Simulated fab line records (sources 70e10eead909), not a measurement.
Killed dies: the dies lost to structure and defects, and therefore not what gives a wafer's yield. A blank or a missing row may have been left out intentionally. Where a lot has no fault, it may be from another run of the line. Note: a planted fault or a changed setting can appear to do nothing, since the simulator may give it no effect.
fab line records | flow nand-harc
[record] lots = 13 wafers = 37 last-day = 24
route steps=1159 shown A_CHANNEL_HOLE_D1@475 A_CHANNEL_FILL_D1@493
lots that met no fault: taken from a fault-free run of the same line
start-h: the number of hours between the record's first day and the start of the first shown wafer of the lot | wait-h: time in hours since the lot's previous step | " repeats the value in the row above | L1.1+2: one row covering several wafers at once | - no value, or no start given | * or withheld: withheld | < > ~ a bound
route shown NAME@n: names a module that has steps shown in the file, with the first one's number in the route | usual: mean/standard deviation taken from wafers without a fault | same: alike in all rows | chamber/n: place in a boat | sites: the reading at each site | _std_site: their standard deviation | _edge_site: inner sites' mean taken away from outer sites' mean | radius-mm: for every site, how far away it sits from the centre of the wafer | mask NAME#n: copy n | behind: tool/chamber where the wafer was last shaped | hold: the reason the lot was held/the length of the hold in hours/how it ended | device: which transistor (n, p or np) failed to switch | end of line: the tests these same wafers got at the end of their route | step lacking rows: just its recipe | killed: the dies lost at the first sort to structure and to defects; this is not the yield of the wafer | map: dies across one wafer; x = killed, . = not, _ = none there
set.NAME: the setting as run; set.NAME@STEP: as run at that earlier step | model.NAME: the simulator's own value behind a step, which no gauge read
steps of the route over a sample of lots; a table a step, a row a wafer
services: from which hour (start-h, from the record's first day; less than 0 if before it) a tool's chamber was out of use, for how many hours, and why
[[steps]]
[step NHARC_A_CHANNEL_HOLE_D1_ETCH_23]
[recipe] bias-v = 5000 source-w = withheld pressure-mtorr = 20 time-s = 819 ar-flow-sccm = 375 c4f8-flow-sccm = 89.3 o2-flow-sccm = 35.7 temp-c = -20 target-depth-a = 16000 chemistry = C4F8/O2/Ar
[usual] drypump-motor-current-A = 5.9/0.62 he-backside-leak-sccm = 5.7/0.62 showerhead-plenum-p-Torr = 3.64/0.11 throttle-valve-pct = 32.156/0.0088
// columns lot.wafer tool chamber start-h wait-h drypump-motor-current-A he-backside-leak-sccm rf-hours-counter-h showerhead-plenum-p-Torr throttle-valve-pct
L915.1 har-etch-01 0 177.12 0.5 6.1 6.4 188 3.59 32.156
L915.4 " 0 " " 6.1 6.1 - 3.59 32.164
L915.6 " 0 " " 6.1 6.4 - 3.59 32.161
L916.4 har-etch-01 0 192.35 0.5 6.1 6.5 - 3.59 32.163
L916.6 " 1 " " 5.1 6.2 - 3.64 32.155
L916.5 " 0 " " 6.0 6.5 - 3.59 32.177
L917.1 har-etch-02 1 195.58 0.5 5.5 5.2 108 3.82 32.161
L917.3 " 1 " " 5.5 5.3 - 3.82 32.159
L917.6 " 0 " " 6.7 5.0 - 3.55 32.151
L921.1 har-etch-01 1 207.07 0.5 5.0 6.4 200 3.63 32.160
L921.5 " 1 " " 5.1 5.8 - 3.63 32.151
L921.6 " 0 " " 6.0 5.9 - 3.59 32.152
L919.2 har-etch-02 1 211.03 0.5 5.5 5.5 117 3.82 32.153
L919.4 " 0 " " 6.7 5.2 - 3.55 32.161
L919.6 " 1 " " 5.5 5.7 - 3.82 32.154
L923.2 har-etch-01 1 226.46 0.5 5.1 6.3 208 3.63 32.161
L923.4 " 0 " " 6.1 6.4 - 3.58 32.139
L923.6 " 1 " " 5.1 6.1 - 3.63 32.167
L924.4 har-etch-02 0 226.96 0.5 6.7 5.2 - 3.54 32.164
L924.3 " 1 " " 5.6 5.7 - 3.81 32.148
L924.5 " 0 " " 6.7 5.2 - 3.54 32.167
L926.1 har-etch-01 1 241.58 0.5 5.0 5.8 214 3.62 32.150
L926.6 " 1 " " 5.1 6.0 - 3.62 32.152
L926.5 " 0 " " 6.1 5.7 - 3.58 32.147
L929.1 har-etch-02 1 257.85 0.5 5.5 5.7 141 3.80 32.153
L929.4 " 1 " " 5.5 5.6 - 3.80 32.155
L931.1 har-etch-01 0 269.37 0.5 6.0 6.4 227 3.57 32.148
L931.4 " 0 " " 6.1 6.2 - 3.57 32.163
L931.6 " 0 " " 6.1 6.2 - 3.57 32.147
L930.2 har-etch-02 0 269.87 0.5 6.7 4.8 146 3.53 32.151
L930.4 " 0 " " 6.7 5.0 - 3.53 32.152
L935.3 har-etch-01 1 295.82 0.5 5.1 6.6 - 3.61 32.146
L935.6 " 0 " " 6.1 6.3 - 3.57 32.171
L935.5 " 1 " " 5.1 6.5 - 3.61 32.151
L938.1 har-etch-01 1 304.67 0.5 5.1 6.9 242 3.61 32.161
L938.4 " 1 " " 5.1 6.5 - 3.61 32.143
L938.6 " 1 " " 5.1 6.9 - 3.61 32.158
[step NHARC_A_CHANNEL_FILL_D1_ALD_03]
[recipe] target-thk-a = 60 pulse-time-s = 60 ald-cycles = 58 temp-c = 630 pressure-torr = 2 material = SiNx
[usual] ald-cycles = 58/0 precursor-pulse-height-rel = 1.003/0.019
// columns lot.wafer tool chamber start-h wait-h ald-cycles precursor-pulse-height-rel
L915.1 ald-sin-batch-02 0 - - 58 0.997
L915.4 " 0 " " 58 0.985
L915.6 " 0 " " 58 1.000
L916.4 ald-sin-batch-01 0 - - 58 0.992
L916.5 " 0 " " 58 1.013
L916.6 " 0 " " 58 0.971
L917.1 ald-sin-batch-01 0 - - 58 1.028
L917.3 " 0 " " 58 0.989
L917.6 " 0 " " 58 1.001
L921.1 ald-sin-batch-02 0 - - 58 1.005
L921.5 " 0 " " 58 1.035
L921.6 " 0 " " 58 0.981
L919.2 ald-sin-batch-01 0 - - 58 1.023
L919.4 " 0 " " 58 1.014
L919.6 " 0 " " 58 1.021
L923.2 ald-sin-batch-03 0 - - 58 1.020
L923.4 " 0 " " 58 1.000
L923.6 " 0 " " 58 1.021
L924.3 ald-sin-batch-03 0 - - 58 0.995
L924.4 " 0 " " 58 1.019
L924.5 " 0 " " 58 0.978
L926.1 ald-sin-batch-02 0 - - 58 1.014
L926.5 " 0 " " 58 1.016
L926.6 " 0 " " 58 1.013
L929.1 ald-sin-batch-02 0 - - 58 1.012
L929.4 " 0 " " 58 0.997
L930.2 ald-sin-batch-02 0 - - 58 1.024
L930.4 " 0 " " 58 0.997
L931.1 ald-sin-batch-02 0 - - 58 0.995
L931.4 " 0 " " 58 0.985
L931.6 " 0 " " 58 1.021
L935.3 ald-sin-batch-02 0 - - 58 1.034
L935.5 " 0 " " 58 1.015
L935.6 " 0 " " 58 0.978
L938.1 ald-sin-batch-02 0 - - 58 1.025
L938.4 " 0 " " 58 0.987
L938.6 " 0 " " 58 1.003
[step NHARC_A_CHANNEL_FILL_D1_ALD_14]
[recipe] target-thk-a = 25 pulse-time-s = 10 ald-cycles = 25 temp-c = 300 material = SiO2
[usual] ald-cycles = 25/0 heater-power-w = 475/37 precursor-pulse-height-rel = 1.001/0.02
// columns lot.wafer tool chamber start-h wait-h ald-cycles heater-power-w precursor-pulse-height-rel
L915.1 ald-hk-01 1 188.73 0.2 25 530 1.009
L915.4 " 2 " " 25 458 1.030
L915.6 " 0 " " 25 427 0.981
L916.4 ald-hk-01 1 203.04 0.2 25 531 0.993
L916.6 " 2 " " 25 470 1.024
L916.5 " 3 " " 25 438 0.940
L917.3 ald-hk-01 0 210.12 3.1 25 432 0.999
L917.1 " 1 " " 25 549 0.995
L917.6 " 3 " " 25 427 0.993
L921.1 ald-hk-04 3 218.47 0.2 25 460 1.009
L921.5 " 0 " " 25 428 0.988
L921.6 " 1 " " 25 480 0.982
L919.4 ald-hk-03 3 222.55 0.0 25 515 0.992
L919.2 " 0 " " 25 485 1.038
L919.6 " 0 " " 25 484 1.005
L924.3 ald-hk-04 3 238.05 0.1 25 452 0.979
L924.4 " 2 " " 25 490 0.964
L924.5 " 0 " " 25 407 1.003
L923.4 ald-hk-01 1 238.29 0.3 25 582 0.988
L923.2 " 3 " " 25 449 1.011
L923.6 " 1 " " 25 576 1.007
L926.1 ald-hk-03 0 251.88 0.1 25 499 1.005
L926.6 " 0 " " 25 494 0.971
L926.5 " 1 " " 25 482 1.009
L929.1 ald-hk-04 1 271.07 1.8 22 490 1.010
L929.4 " 3 " " 25 455 1.002
L931.1 ald-hk-04 3 280.90 0.1 22 459 1.027
L931.4 " 0 " " 25 413 1.013
L931.6 " 1 " " 25 492 1.069
L930.2 ald-hk-04 0 281.12 0.3 22 429 0.973
L930.4 " 1 " " 25 497 0.988
L935.3 ald-hk-01 1 307.67 0.3 25 592 1.005
L935.6 " 2 " " 25 482 0.981
L935.5 " 3 " " 25 453 0.953
L938.1 ald-hk-03 0 314.77 0.1 25 490 1.003
L938.4 " 1 " " 25 468 1.013
L938.6 " 3 " " 25 511 0.986
[step NHARC_A_CHANNEL_FILL_D1_ETCHBACK_20]
[recipe] target-depth-a = 270 time-s = 13.5 c4f8-flow-sccm = withheld o2-flow-sccm = 8 ar-flow-sccm = withheld rf-w = 600 bias-w = 1500 chemistry = C4F8/O2/Ar
[usual] oes-product-au = 0.97/0.038 rf-fwd-power-W = 587/3.2 rf-vpp-V = 980/4.6
// columns lot.wafer tool chamber start-h wait-h oes-product-au rf-fwd-power-W rf-hours-counter-h rf-vpp-V
L915.1 rie-diel-06 3 207.30 - 0.91 584 3 984
L915.4 " 0 " " 0.93 587 - 988
L915.6 " 3 " " 0.91 585 - 984
L916.4 rie-diel-06 0 222.36 - 0.93 586 - 986
L916.5 " 1 " " 0.92 586 - 974
L916.6 " 3 " " 0.93 587 - 985
L917.3 rie-diel-06 1 227.42 - 1.00 586 4 975
L917.1 " 3 " " 1.01 583 4 984
L917.6 " 1 " " 1.00 587 - 974
L921.1 rie-diel-09 2 235.52 - 0.91 586 31 982
L921.6 " 0 " " 0.91 591 - 984
L921.5 " 1 " " 0.91 583 - 974
L919.2 rie-diel-09 0 241.22 - 0.92 590 31 984
L919.4 " 1 " " 0.92 583 31 974
L919.6 " 3 " " 0.92 592 - 976
L923.2 rie-diel-06 0 255.19 - 1.00 586 0 987
L923.4 " 2 " " 1.01 585 0 980
L923.6 " 1 " " 1.00 584 - 973
L924.4 rie-diel-12 2 255.24 - 1.00 587 2 979
L924.3 " 0 " " 1.00 590 2 986
L924.5 " 3 " " 1.02 591 - 977
L926.1 rie-diel-06 0 268.87 - 1.00 588 0 988
L926.6 " 1 " " 1.00 583 - 974
L926.5 " 2 " " 1.01 584 - 979
L929.4 rie-diel-12 3 288.47 - 0.98 592 3 978
L929.1 " 0 " " 0.97 591 3 986
L930.4 rie-diel-06 0 297.76 - 1.00 585 1 988
L930.2 " 2 " " 0.99 588 1 979
L931.4 rie-diel-12 3 297.79 - 0.94 589 3 978
L931.1 " 0 " " 0.93 591 4 985
L931.6 " 3 " " 0.93 589 - 978
L935.3 rie-diel-12 1 325.21 - 0.92 587 4 981
L935.6 " 1 " " 0.92 586 - 977
L935.5 " 2 " " 0.92 585 - 978
L938.1 rie-diel-09 1 331.92 - 1.01 583 15 973
L938.4 " 2 " " 1.00 588 14 984
L938.6 " 0 " " 1.00 590 - 982
[[services]]
// columns tool chamber start-h hours kind
rie-diel-12 3 178.82 2.8 repair
ald-hk-04 - 186.50 10.0 pm
rie-diel-06 2 194.81 6.5 repair
rie-diel-12 - 202.40 9.0 pm
ald-hk-03 - 202.82 0.7 repair
rie-diel-06 2 206.64 23.1 repair
ald-hk-03 - 207.81 2.2 repair
rie-diel-06 0 223.64 2.7 repair
ald-hk-01 - 228.21 10.0 pm
rie-diel-06 - 241.20 9.0 pm
rie-diel-09 3 242.61 15.4 repair
ald-hk-01 - 247.75 0.8 repair
rie-diel-09 2 248.46 5.3 repair
rie-diel-12 3 250.63 1.8 repair
rie-diel-09 - 254.13 9.0 pm
rie-diel-12 1 271.24 2.0 repair
rie-diel-09 - 296.28 2.1 repair
rie-diel-12 3 299.50 2.8 repair
har-etch-01 - 307.29 17.0 pm
har-etch-01 0 307.29 17.0 vent-cycle
har-etch-01 1 307.29 17.0 vent-cycle
rie-diel-12 1 311.33 6.4 repair
ald-sin-batch-03 - 314.00 26.0 pm
rie-diel-06 0 322.14 11.1 repair
[[key]]
[first-sign] step = NHARC_A_CHANNEL_FILL_D1_ALD_14 reading = ald-cycles direction = down sigmas = 99+ usual = 25 struck = 22
effect none on later readings
met-at NHARC_A_CHANNEL_FILL_D1_ALD_14
struck-lots L929,L930,L931
struck-wafers L929.1,L930.2,L931.1
tester-left-out L929,L930,L931
not-acting-at NHARC_A_CHANNEL_HOLE_D1_ETCH_23,NHARC_A_CHANNEL_FILL_D1_ALD_03,NHARC_A_CHANNEL_FILL_D1_ETCHBACK_20
onset-between 238.05 271.07
[fault] kind = process-parameter-drift tool = ald-hk-04 chamber = - onset-h = 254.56 steps = NHARC_A_CHANNEL_FILL_D1_ALD_14 channel = ald-cycles offset = -3 shape = step end-h = 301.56 scope = struck-wafers-only acts-in = these-recipes-only stated = 25
// tester-left-out: of these lots the tester's yield and bins aren't shown, on N5 and GAA mostly nor the transistor test; their killed dies are dies lost to structure and defects alone, not to doping, threshold or leakage, so they don't give the yield
